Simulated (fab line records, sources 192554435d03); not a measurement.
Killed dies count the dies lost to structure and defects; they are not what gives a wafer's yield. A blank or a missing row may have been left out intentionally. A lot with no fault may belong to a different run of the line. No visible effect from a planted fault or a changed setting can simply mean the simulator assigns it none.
Chamber matching | flow n5_finfet | ald_metal-02 running N5_MOL_CONTACT_COAG_ALD_20: 4 sister chambers
The step deposits TiN, target thk 1.5 nm, pulse time 1 s, purge time 3 s. 4 wafers are shown with their chamber, then 12 later ones without.

== WAFERS PAIRED WITH THEIR CHAMBERS ==
wafer  | chamber | heater_power_w (W)
L085.6 | 2       | 885
L088.1 | 0       | 889
L088.4 | 1       | 736
L088.5 | 3       | 895

== WAFERS WITHOUT THEIR CHAMBER ==
wafer  | heater_power_w (W)
L090.3 | 891
L090.5 | 752
L090.6 | 882
L091.1 | 871
L091.4 | 736
L091.5 | 886
L094.1 | 872
L094.2 | 726
L094.6 | 925
L095.3 | 895
L095.5 | 866
L095.6 | 886

== WHICH CHAMBER EACH ONE RAN IN ==
wafer  | from the rows above          | in truth
L090.3 | can't be placed: 0 or 3 or 2 | 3
L090.5 | 1                            | 1
L090.6 | can't be placed: 2 or 0 or 3 | 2
L091.1 | can't be placed: 2 or 0 or 3 | 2
L091.4 | 1                            | 1
L091.5 | can't be placed: 2 or 0 or 3 | 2
L094.1 | can't be placed: 2 or 0 or 3 | 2
L094.2 | 1                            | 1
L094.6 | can't be placed: 3 or 0 or 2 | 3
L095.3 | can't be placed: 3 or 0 or 2 | 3
L095.5 | can't be placed: 2 or 0 or 3 | 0
L095.6 | can't be placed: 2 or 0 or 3 | 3
Placed correctly: 3 of 12. Not placeable from these rows: 9 (in 9, the candidates include the true chamber). Number placed wrongly: 0.
How it was worked out, from the rows above alone: a wafer's distance from a chamber is the root of the sum, over the readings, of the square of ((its reading less the chamber's mean) divided by the reading's scatter). If the next closest chamber is less than 2 further off than the closest, the wafer can't be placed; otherwise it belongs to the closest. For every chamber, the mean is computed from those of its wafers that are shown. The scatter: root of mean squared gap, hidden wafer to nearest shown wafer, with one shown wafer a chamber.
